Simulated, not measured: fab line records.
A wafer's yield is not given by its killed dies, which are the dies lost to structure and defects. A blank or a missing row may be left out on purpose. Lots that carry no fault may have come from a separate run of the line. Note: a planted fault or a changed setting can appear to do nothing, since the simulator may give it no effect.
Which tool is to blame?	flow n5Finfet	Sampling: 9 lots, 27 wafers, 7 of 1938 route steps

## WHAT THE GAUGES READ, wafer by wafer
N5_BEOL_M4_CD_MEAS_11 targets a cd of 16.79 nm.
lot	measured	on	cdNm (nm)
L943	day 7 17:29	cdSem-03	16.97 16.73 16.67
L946	day 8 13:14	cdSem-01	16.96 16.66 16.52
L947	day 8 14:23	cdSem-01	16.94 17.08 17.03
L954	day 10 04:26	cdSem-01	12.49 12.70 13.12
L956	day 12 10:38	cdSem-01	13.51 13.14 13.36
L957	day 12 20:28	cdSem-01	16.88 16.67 17.57
L955	day 12 20:38	cdSem-03	13.92 14.19 14.54
L958	day 13 00:48	cdSem-03	17.08 16.86 16.87
L959	day 13 06:29	cdSem-03	16.59 16.53 17.06

N5_BEOL_M4_INSPECT_13: inspects for defects (brightfield).
lot	measured	on	rawDefectCount
L943	day 7 17:34	defectInspect-01	759 619 391
L946	day 8 13:20	defectInspect-02	481 530 378
L947	day 8 14:29	defectInspect-01	295 365 455
L954	day 10 04:31	defectInspect-01	353 366 391
L956	day 12 10:43	defectInspect-02	334 368 323
L957	day 12 20:33	defectInspect-01	413 375 338
L955	day 12 20:43	defectInspect-01	356 364 313
L958	day 13 00:53	defectInspect-01	406 387 356
L959	day 13 06:34	defectInspect-01	522 524 337

N5_BEOL_M4_CD_MEAS_18: pitch 36 nm, target cd 18 nm.
lot	measured	on	cdNm (nm)
L943	day 7 18:02	cdSem-01	18.5 18.0 17.6
L946	day 8 13:54	cdSem-03	18.1 17.8 18.1
L947	day 8 15:00	cdSem-01	18.2 18.0 18.4
L954	day 10 04:59	cdSem-02	13.6 13.5 13.6
L956	day 12 11:12	cdSem-03	14.7 14.3 14.7
L957	day 12 21:22	cdSem-03	18.3 18.1 18.1
L955	day 12 21:27	cdSem-02	15.9 15.7 15.9
L958	day 13 01:22	cdSem-03	18.3 18.3 18.0
L959	day 13 07:02	cdSem-02	18.2 18.0 18.6

N5_BEOL_M4_RC_MEAS_101.
lot	measured	on	DIBL_N (mV/V)	DIBL_P (mV/V)	IOFF_N (nA/um)	IOFF_P (nA/um)	ION_N (uA/um)	ION_P (uA/um)	SS_N (mV/dec)	SS_P (mV/dec)	VT_N (mV)	VT_P (mV)
L943	day 8 02:34	prober-01	37.8 37.7 35.5	38.9 38.4 36.7	0.19 0.19 0.15	0.26 0.27 0.23	682 686 675	470 473 469	72.1 72.0 71.0	73.8 73.4 72.5	246 248 252	-245.8 -246.1 -248.8
L946	day 8 20:51	prober-02	37.0 36.8 38.2	37.1 36.1 38.9	0.16 0.14 0.19	0.24 0.21 0.27	688 666 689	479 465 476	71.4 71.5 71.7	73.4 73.0 73.9	249 253 247	-247.9 -248.5 -246.0
L947	day 8 22:09	prober-01	39.5 37.1 38.1	41.8 38.5 40.9	0.24 0.20 0.21	0.32 0.26 0.29	675 680 696	469 472 476	72.6 72.6 72.8	74.9 73.7 74.0	248 246 245	-246.1 -246.7 -245.6
L957	day 13 09:56	prober-01	33.6 38.5 33.4	33.2 38.7 33.4	0.13 0.22 0.12	0.18 0.27 0.18	654 687 657	452 469 458	71.5 72.2 71.7	73.0 73.7 73.0	251 245 253	-250.5 -247.3 -251.6
L958	day 13 19:34	prober-02	39.1 36.4 37.4	37.8 35.2 36.1	0.19 0.15 0.16	0.24 0.20 0.23	671 664 668	470 460 465	72.9 71.8 71.3	73.6 73.2 73.7	247 252 250	-247.0 -249.7 -246.5
L959	day 14 13:00	prober-02	32.9 33.7 33.4	34.5 35.4 34.9	0.14 0.14 0.14	0.19 0.20 0.19	678 661 660	462 459 459	71.1 71.2 70.5	73.4 72.9 73.0	249 249 252	-251.0 -253.3 -251.4

## WHICH TOOL RAN EACH LOT (tool, then ch and the chambers of the sampled wafers, then the start)
lot	N5_BEOL_M3_CMP_52	N5_BEOL_M4_ILD_DEP_00	N5_BEOL_M4_EXPOSE_08
L943	cmp-01 ch 0,2,3, day 7 15:35	pecvd-03 ch 0,2, day 7 16:13	euvScanner-02 ch 0, day 7 17:22
L946	cmp-03 ch 0,1,2, day 8 09:36	pecvd-01 ch 0,1, day 8 10:17	euvScanner-02 ch 0, day 8 13:07
L947	cmp-03 ch 0,2,3, day 8 12:43	pecvd-03 ch 0,1,2, day 8 13:22	euvScanner-01 ch 0, day 8 14:16
L954	cmp-01 ch 1,2, day 10 03:07	pecvd-03 ch 0,1, day 10 03:44	euvScanner-02 ch 0, day 10 04:18
L956	cmp-01 ch 2,3, day 12 08:35	pecvd-01 ch 0,1,2, day 12 09:13	euvScanner-02 ch 0, day 12 10:30
L957	cmp-03 ch 1,2,3, day 12 17:38	pecvd-03 ch 0,1, day 12 18:15	euvScanner-01 ch 0, day 12 20:20
L955	cmp-02 ch 0,3, day 12 18:52	pecvd-03 ch 0,1, day 12 19:28	euvScanner-02 ch 0, day 12 20:30
L958	cmp-01 ch 0,2, day 12 22:47	pecvd-04 ch 1,2, day 12 23:23	euvScanner-01 ch 0, day 13 00:41
L959	cmp-02 ch 1,3, day 13 03:28	pecvd-03 ch 0,1, day 13 04:03	euvScanner-01 ch 0, day 13 06:22
- N5_BEOL_M3_CMP_52: polishes, stops on SiOC, t overpolish 6.8 s, target thk 40 nm.
- N5_BEOL_M4_ILD_DEP_00: deposits SiOC from DEMS/O2, target thk 79 nm, time 15.3 s.
- N5_BEOL_M4_EXPOSE_08: exposes mask M4.

## AS READ BY THE TOOLS THEMSELVES (means over the sampled wafers that have a number; for cases with no such wafer, the mark the record gives instead)
N5_BEOL_M3_CMP_52.
lot	tool	barrierFieldEndpointS (s)	motorCurrentA (A)	overpolishRunS (s)	padLifeWafers	platenRpm (rpm)	timeToEndpointS (s)
L943	cmp-01	25.7	5.4	6.801	248	49.98	65.5
L946	cmp-03	24.2	6.0	6.793	1040	49.96	59.8
L947	cmp-03	23.9	6.0	6.805	1064	49.98	61.8
L954	cmp-01	25.4	5.8	6.792	720	50.01	64.1
L956	cmp-01	24.9	6.0	6.805	1218	49.96	62.4
L957	cmp-03	24.7	6.2	6.798	1982	50.01	62.4
L955	cmp-02	24.9	6.4	6.798	546	49.98	63.6
L958	cmp-01	24.6	5.4	6.797	1303	49.99	61.5
L959	cmp-02	24.7	6.4	6.804	602	50.02	60.9

N5_BEOL_M4_ILD_DEP_00.
lot	tool	heaterPowerW (W)	showerheadPlenumPTorr (Torr)	throttleValvePct (%)
L943	pecvd-03	480	5.678	11.4
L946	pecvd-01	448	5.710	12.9
L947	pecvd-03	459	5.674	11.6
L954	pecvd-03	486	5.672	11.7
L956	pecvd-01	439	5.700	12.1
L957	pecvd-03	509	5.686	11.8
L955	pecvd-03	514	5.687	11.7
L958	pecvd-04	567	5.684	12.5
L959	pecvd-03	464	5.681	11.3

N5_BEOL_M4_EXPOSE_08.
lot	tool	exposureDoseMJCm2	focusOffsetNm (nm)
L943	euvScanner-02	41.14	0.1
L946	euvScanner-02	41.13	-0.3
L947	euvScanner-01	41.55	0.2
L954	euvScanner-02	34.18	-0.4
L956	euvScanner-02	35.62	-0.1
L957	euvScanner-01	41.60	-0.2
L955	euvScanner-02	36.71	0.2
L958	euvScanner-01	41.58	-0.4
L959	euvScanner-01	41.65	-0.5

## THE ANSWER, worked out from the rows above alone
Rule: the lots themselves supply what counts as usual. Put in order of their means at a reading, lots are off if they are a third of the lots or fewer, leave a main group of 4 or more, and stand apart from it by a gap of 3 or more times the standard deviation of the main group's means; of several such gaps the widest counts. The tables above print the reading to a certain number of digits; a main group whose means all agree to those digits is not used. A lot without any number at a reading at which 4 lots or more have one is off too. All remaining lots with rows at the step are treated as sound. After the gauges, taken in route order, come the tools' own readings; for these a lot's mean is taken, as printed above. At the first step where some lot is off, the reading lying furthest off is the one used; lots without a number count as furthest.
Off: L954, L956, L955, at N5_BEOL_M4_CD_MEAS_11 (cdNm). The main group: mean 16.87 nm, standard deviation 0.13.
A tool fits if, at a process step before that reading, it ran every lot that is off, and no sound lot after the first of them. Not tried: the gauges at N5_BEOL_M4_CD_MEAS_11; whatever is off there is also off at N5_BEOL_M4_EXPOSE_08, on other tools, and gauge error can't account for it. One candidate fits, namely euvScanner-02 at N5_BEOL_M4_EXPOSE_08. Its last sound lot is L946 (day 8 13:07), its first lot that is off L954 (day 10 04:18): a fault that began between those two fits.
The tool's own readings at N5_BEOL_M4_EXPOSE_08 bear it out: on the lots that are off they differ by more than 5 times the standard deviation of the sound lots' means. exposureDoseMJCm2 reads 35.50 there against 41.44 on the sound lots.

## WHAT THE SIMULATOR HAD INSERTED
Process parameters drifting: euvScanner-02 at N5_BEOL_M4_EXPOSE_08, beginning at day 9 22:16. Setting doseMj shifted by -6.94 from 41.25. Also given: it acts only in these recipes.
Shown lots that were struck: L954, L956, L955. The same result came from the rule above.
